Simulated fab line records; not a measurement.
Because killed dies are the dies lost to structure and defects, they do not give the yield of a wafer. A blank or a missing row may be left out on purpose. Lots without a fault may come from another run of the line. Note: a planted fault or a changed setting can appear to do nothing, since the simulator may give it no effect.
fab line records	flow nandHarc
record: lots: 7	wafers: 19	lastDay: 24
route steps=1159 shown A_WL_FILL@813 END@1159
lots with no fault: from the same line, run without faults
startH: start of the lot's first displayed wafer, in hours after the record's first day	waitH: how many hours have passed since the lot's step before this one	" identical to the entry in the row above	L1.1+2: several wafers, shown together as one row	- either no value or no given start	* or withheld: withheld	< > ~ a bound
route shown NAME@n: names a module that has steps shown in the file, with the first one's number in the route	usual: mean/standard deviation of fault-free wafers	same: alike in all rows	chamber/n: place in a boat	sites: the reading at each site	_std_site: their standard deviation	_edge_site: the outer-site mean with the inner-site mean subtracted	radiusMm: for every site, how far away it sits from the centre of the wafer	mask NAME#n: copy n	behind: the last tool/chamber to shape the wafer	hold: why the lot was held/for how many hours/how that ended	device: transistor that didn't switch, given as n, p or np	end of line: the tests these same wafers got at the end of their route	a step given without rows: its recipe and nothing more	killed: dies that structure and defects cost at the first sort, which is not the same as the wafer's yield	map: per-die view of a wafer (x killed, . not killed, _ where there is no die)
set.NAME: setting as actually run; set.NAME@STEP: the setting as run at that earlier step	model.NAME: the simulator's own value behind a step, which no gauge read
lots at selected steps of the route; one table per step, one row per wafer
services: when a tool's chamber went out of use (startH, in hours from the record's first day, below 0 if earlier), for how many hours, and the reason
== steps ==
step: NHARC_A_WL_FILL_CVD_03
recipe: targetThkA: 400	tempC: 300	pressureTorr: 40	wf6FlowSccm: 40	h2FlowSccm: 1600	arFlowSccm: 1560	timeS: 3302	material: W
usual: heaterPowerW: 485/23	throttleValvePct: 7.84/0.26
lot.wafer	tool	chamber	startH	waitH	heaterPowerW	throttleValvePct
L364.2	cvdW-01	1	380.59	2.6	492	7.78
L364.4	"	0	382.05	4.1	487	7.58
L364.5	"	1	"	"	505	7.98
L367.1	cvdW-02	1	404.40	3.1	516	7.98
L367.3	"	1	"	"	527	8.31
L367.5	"	1	"	"	504	8.22
L373.2	cvdW-01	1	431.86	0.3	507	7.53
L373.4	"	0	433.27	1.7	476	7.62
L373.5	"	1	"	"	497	7.91
L372.2	cvdW-02	1	432.39	0.8	526	8.26
L372.4	"	0	"	"	455	7.95
L372.3	"	1	"	"	523	8.52
L376.4	cvdW-02	1	446.76	1.5	525	8.29
L376.5	"	1	"	"	529	8.12
L375.6	cvdW-01	1	447.94	2.6	496	7.88
L375.5	"	0	"	"	484	7.49
L374.2	cvdW-01	1	461.73	0.9	494	7.97
L374.3	"	1	"	"	501	8.24
L374.4	"	0	"	"	492	7.75
step: NHARC_A_WL_FILL_ETCHBACK_04
recipe: targetDepthA: 600	timeS: 120	chemistry: NF3
step: NHARC_A_WL_FILL_ETCHBACK_05
recipe: targetDepthA: 220	timeS: 60	tempC: 40	chemistry: Cl2/BCl3
usual: drypumpMotorCurrentA: 5.27/0.17	oesProductAu: 1.002/0.01
lot.wafer	tool	chamber	startH	waitH	drypumpMotorCurrentA	oesProductAu	rfHoursCounterH
L364.2	rieMetal-02	1	384.25	0.2	5.04	1.002	5.7
L364.4	"	0	"	"	5.42	0.989	-
L364.5	"	1	"	"	5.04	0.998	-
L367.1	rieMetal-03	1	407.95	0.2	5.51	1.016	4.3
L367.3	"	0	"	"	5.34	1.021	-
L367.5	"	1	"	"	5.51	1.009	-
L373.2	rieMetal-03	0	435.43	0.2	5.34	1.008	4.3
L373.4	"	0	"	"	5.32	1.011	-
L373.5	"	1	"	"	5.50	1.018	-
L372.2	rieMetal-01	1	435.49	0.2	5.11	0.997	3.1
L372.4	"	1	"	"	5.09	0.999	-
L372.3	"	0	"	"	5.24	0.996	-
L376.4	rieMetal-01	0	448.94	0.2	5.24	1.001	-
L376.5	"	0	"	"	5.21	0.999	-
L375.5	rieMetal-02	0	449.91	0.2	5.43	0.987	-
L375.6	"	0	"	"	5.41	0.997	-
L374.2	rieMetal-02	0	465.28	0.2	5.42	0.993	2.9
L374.3	"	1	"	"	5.03	0.997	-
L374.4	"	0	"	"	5.42	0.989	-
step: NHARC_A_WL_FILL_STRIP_27
recipe: powerW: 1500	tempC: 250	timeS: 20	chemistry: N2/H2
usual: drypumpMotorCurrentA: 5.8/0.46	heaterPowerW: 334/29
lot.wafer	tool	chamber	startH	waitH	drypumpMotorCurrentA	heaterPowerW	rfHoursCounterH
L364.2	plasmaAsher-01	1	384.41	0.1	6.1	369	38
L364.4	"	1	"	"	6.1	372	-
L364.5	"	1	"	"	6.1	380	-
L367.1	plasmaAsher-01	0	408.10	0.1	5.3	310	48
L367.3	"	1	"	"	6.1	371	-
L367.5	"	1	"	"	6.1	374	-
L373.2	plasmaAsher-01	0	435.55	0.1	5.4	302	57
L373.4	"	1	"	"	6.2	364	-
L373.5	"	0	"	"	5.3	299	-
L372.2	plasmaAsher-02	0	435.66	0.1	5.2	305	20
L372.4	"	1	"	"	6.4	344	-
L372.3	"	0	"	"	5.2	301	-
L376.4	plasmaAsher-02	1	449.11	0.2	6.4	346	-
L376.5	"	0	"	"	5.2	310	-
L375.6	plasmaAsher-01	1	450.12	0.2	6.1	370	-
L375.5	"	0	"	"	5.4	309	-
L374.2	plasmaAsher-01	0	465.53	0.2	5.3	325	1
L374.3	"	1	"	"	6.2	354	-
L374.4	"	0	"	"	5.4	333	-
step: NHARC_A_WL_FILL_STRIP_28
recipe: timeS: 1200	tempC: 72.5	chemistry: postEtchResidueRemover
step: NHARC_A_WL_FILL_PRECLEAN_06
recipe: timeS: 300	chemistry: DIW
step: NHARC_A_WL_FILL_SRD_07
step: NHARC_A_WL_FILL_ANNEAL_08
recipe: tempC: 450	timeS: 1800
step: NHARC_A_WL_FILL_ALD_10
recipe: targetThkA: 500	pulseTimeS: 10	aldCycles: 500	tempC: 300	material: SiO2
step: NHARC_A_WL_FILL_ETCHBACK_16
recipe: targetDepthA: 880	timeS: 17.6	c4f8FlowSccm: withheld	o2FlowSccm: 8	arFlowSccm: withheld	rfW: 600	biasW: 800	chemistry: C4F8/O2/Ar
usual: oesProductAu: 0.98/0.032	rfVppV: 723/4.7
lot.wafer	tool	chamber	startH	waitH	oesProductAu	rfHoursCounterH	rfVppV
L364.4	rieDiel-02	0	-	-	0.93	2	719
L364.2	"	3	"	"	0.93	2	719
L364.5	"	0	"	"	0.93	-	719
L367.1	rieDiel-09	1	-	-	1.00	13	718
L367.3	"	2	"	"	1.01	12	722
L367.5	"	1	"	"	1.01	-	717
L373.4	rieDiel-01	2	-	-	1.01	3	721
L373.2	"	0	"	"	1.02	3	716
L373.5	"	3	"	"	1.00	-	727
L372.2	rieDiel-02	3	-	-	1.00	4	722
L372.3	"	0	"	"	1.01	4	720
L372.4	"	1	"	"	1.00	4	727
L376.4	rieDiel-01	3	-	-	1.01	3	727
L376.5	"	2	"	"	0.93	-	719
L375.6	rieDiel-09	1	-	-	0.99	-	718
L375.5	"	2	"	"	1.00	-	721
L374.2	rieDiel-01	0	-	-	0.94	4	718
L374.3	"	1	"	"	0.94	4	729
L374.4	"	3	"	"	1.01	4	726
step: NHARC_A_WL_FILL_STRIP_29
recipe: timeS: 20	o2FlowSccm: 500	arFlowSccm: 0	biasW: 0	chemistry: O2
usual: drypumpMotorCurrentA: 6.0/0.34	oesProductAu: 1.002/0.0067	rfVppV: 57.8/0.93	showerheadPlenumPTorr: 3.54/0.16	throttleValvePct: 17.037/0.0092
lot.wafer	tool	chamber	startH	waitH	drypumpMotorCurrentA	oesProductAu	rfHoursCounterH	rfVppV	showerheadPlenumPTorr	throttleValvePct
L364.4	rieDiel-02	1	394.33	0.1	6.1	1.002	2	57.8	3.67	17.043
L364.2	"	2	"	"	6.0	0.999	2	58.7	3.63	17.055
L364.5	"	0	"	"	6.1	1.007	-	56.8	3.38	17.038
L367.3	rieDiel-09	0	418.81	0.1	6.0	1.005	13	58.6	3.74	17.019
L367.1	"	1	"	"	5.9	0.998	13	57.1	3.34	17.034
L367.5	"	0	"	"	6.1	1.011	-	57.6	3.74	17.026
L373.4	rieDiel-01	2	445.51	0.1	6.5	1.005	3	57.1	3.40	17.020
L373.2	"	0	"	"	6.1	1.007	3	56.0	3.32	17.038
L373.5	"	1	"	"	5.1	1.005	-	56.9	3.71	17.034
L372.4	rieDiel-02	1	445.53	0.1	6.1	1.011	4	58.5	3.67	17.029
L372.2	"	3	"	"	6.5	1.001	4	58.7	3.45	17.023
L372.3	"	0	"	"	6.2	0.992	4	56.7	3.38	17.065
L376.4	rieDiel-01	1	459.28	0.1	5.1	1.000	3	59.1	3.71	17.044
L376.5	"	1	"	"	5.1	0.997	-	59.1	3.71	17.034
L375.5	rieDiel-09	2	460.67	0.0	5.8	1.008	-	58.4	3.46	17.036
L375.6	"	3	"	"	5.9	1.003	-	58.2	3.76	17.043
L374.2	rieDiel-01	3	478.83	0.1	6.0	1.003	4	58.8	3.63	17.035
L374.3	"	0	"	"	6.1	0.994	4	57.9	3.32	17.042
L374.4	"	2	"	"	6.5	0.996	4	56.8	3.40	17.036
step: NHARC_A_WL_FILL_ETCHBACK_17
recipe: targetDepthA: 40	timeS: 26.7	chemistry: Cl2/BCl3
usual: drypumpMotorCurrentA: 5.26/0.17	oesProductAu: 1.000/0.0084
lot.wafer	tool	chamber	startH	waitH	drypumpMotorCurrentA	oesProductAu	rfHoursCounterH
L364.2	rieMetal-01	1	394.44	-	5.08	1.007	1.9
L364.4	"	0	"	"	5.23	1.006	-
L364.5	"	0	"	"	5.22	1.007	-
L367.1	rieMetal-03	0	418.92	-	5.33	1.021	3.9
L367.3	"	1	"	"	5.50	1.009	-
L367.5	"	0	"	"	5.32	1.011	-
L373.2	rieMetal-01	1	445.60	-	5.09	0.995	3.4
L373.4	"	0	"	"	5.22	1.003	-
L373.5	"	1	"	"	5.07	0.875	-
L372.2	rieMetal-02	0	445.66	-	5.42	0.987	-
L372.3	"	0	"	"	5.44	0.988	-
L372.4	"	0	"	"	5.42	0.988	-
L376.4	rieMetal-01	1	459.43	-	5.09	0.999	-
L376.5	"	1	"	"	5.08	0.861	-
L375.5	rieMetal-01	1	460.83	-	5.10	0.864	-
L375.6	"	0	"	"	5.21	0.858	-
L374.2	rieMetal-03	0	478.92	-	5.35	1.005	0.4
L374.4	"	0	"	"	5.32	0.993	-
L374.3	"	1	"	"	5.48	1.005	-
step: NHARC_A_WL_FILL_PRECLEAN_18
recipe: timeS: 30	chemistry: dHF
step: NHARC_END_SORT_01
recipe: tempC: 25
usual: killedAtArray: 31/12	killedAtOther: 0.6/0.85	killedAtPeriphery: 3.0/2.3	killedDies: 35/12	killedOpen: 3.2/1.9	killedShort: 1.8/1.4
same: grossDies: 677
lot.wafer	tool	chamber	startH	waitH	killedAtArray	killedAtOther	killedAtPeriphery	killedDies	killedOpen	killedShort
L364.2	prober-01	0	483.13	2.8	33	1	2	36	2	2
L364.4	prober-01	0	484.76	3.4	43	1	2	46	3	1
L364.5	prober-01	0	485.58	3.8	55	2	2	59	4	0
L375.5	prober-02	0	560.32	3.7	12	0	6	18	3	3
L375.6	prober-02	0	561.10	3.9	15	0	7	22	3	2
killed by level:class
L364.2 A_SLIT:chamberFilmFlake=10 A_CHANNEL_HOLE_D1:chamberFilmFlake=8 A_CONTACT:chamberFilmFlake=8 A_ZERO_WELL:chamberFilmFlake=2 A_STAIRCASE:chamberFilmFlake=2 P_STI:geometricParticle:open=1 A_SGD_CUT:geometricParticle:short=1 A_CONTACT:geometricParticle:short=1
L364.4 A_CHANNEL_HOLE_D1:chamberFilmFlake=16 A_SLIT:chamberFilmFlake=15 A_CONTACT:chamberFilmFlake=6 P_M2:chamberFilmFlake=2 A_STAIRCASE:chamberFilmFlake=2 A_SOURCE_PLATE:geometricParticle:open=1 A_BLC:geometricParticle:open=1 A_M0:geometricParticle:open=1
L364.5 A_SLIT:chamberFilmFlake=20 A_CHANNEL_HOLE_D1:chamberFilmFlake=15 A_CONTACT:chamberFilmFlake=9 A_STAIRCASE:chamberFilmFlake=6 THIN_TSV:chamberFilmFlake=2 P_GATE:geometricParticle:open=1 A_ONON_D1:geometricParticle:open=1 A_STAIRCASE:geometricParticle:open=1
L375.5 P_CONTACT:chamberFilmFlake=5 A_CHANNEL_HOLE_D1:chamberFilmFlake=4 A_WL_FILL:chamberFilmFlake=2 P_M1:geometricParticle:open=1 A_CHANNEL_HOLE_D1:geometricParticle:short=1 A_CHANNEL_FILL_D1:geometricParticle:short=1 A_SGD_CUT:geometricParticle:open=1 A_WL_FILL:geometricParticle:short=1
L375.6 A_CHANNEL_HOLE_D1:chamberFilmFlake=7 P_CONTACT:chamberFilmFlake=5 A_CONTACT:chamberFilmFlake=2 P_CONTACT:geometricParticle:short=1 A_ONON_D1:geometricParticle:open=1 A_WL_FILL:geometricParticle:open=1 A_WL_FILL:geometricParticle:short=1 A_M0:geometricParticle:open=1
== services ==
tool	chamber	startH	hours	kind
plasmaAsher-02	-	360.65	9.0	pm
rieDiel-01	0	372.80	-	clean
rieDiel-01	1	372.80	-	clean
rieDiel-01	2	372.80	-	clean
rieDiel-01	3	372.80	-	clean
cvdW-02	-	377.20	13.0	pm
rieMetal-02	-	388.00	9.0	pm
plasmaAsher-02	-	395.19	6.6	repair
rieDiel-01	0	397.30	-	clean
rieDiel-01	1	397.30	-	clean
rieDiel-01	2	397.30	-	clean
rieDiel-01	3	397.30	-	clean
rieDiel-01	0	421.80	-	clean
rieDiel-01	1	421.80	-	clean
rieDiel-01	2	421.80	-	clean
rieDiel-01	3	421.80	-	clean
rieMetal-02	1	430.40	27.4	repair
rieDiel-09	-	431.37	9.0	pm
rieDiel-01	0	446.37	-	clean
rieDiel-09	3	451.47	6.1	repair
plasmaAsher-01	-	453.00	9.0	pm
rieMetal-03	-	453.00	9.0	pm
rieDiel-09	2	461.54	2.1	repair
cvdW-01	-	473.60	13.0	pm
== key ==
firstSign: step: NHARC_A_WL_FILL_ETCHBACK_17	reading: oesProductAu	direction: down	sigmas: 16	usual: 1.000	struck: 0.865
effect none on later readings
metAt NHARC_A_WL_FILL_ETCHBACK_17
struckWafers L373.5,L375.5,L375.6,L376.5
testerLeftOut L373,L375,L376
onsetBetween 394.44 445.60
fault: kind: processParameterDrift	tool: rieMetal-01	chamber: -	onsetH: 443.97	steps: NHARC_A_WL_FILL_ETCHBACK_17	channel: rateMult	offset: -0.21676	shape: step	endH: 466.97	scope: struckWafersOnly
testerLeftOut: of these lots the tester's yield and bins aren't shown, on N5 and GAA mostly nor the transistor test; their killed dies are dies lost to structure and defects alone, not to doping, threshold or leakage, so they don't give the yield
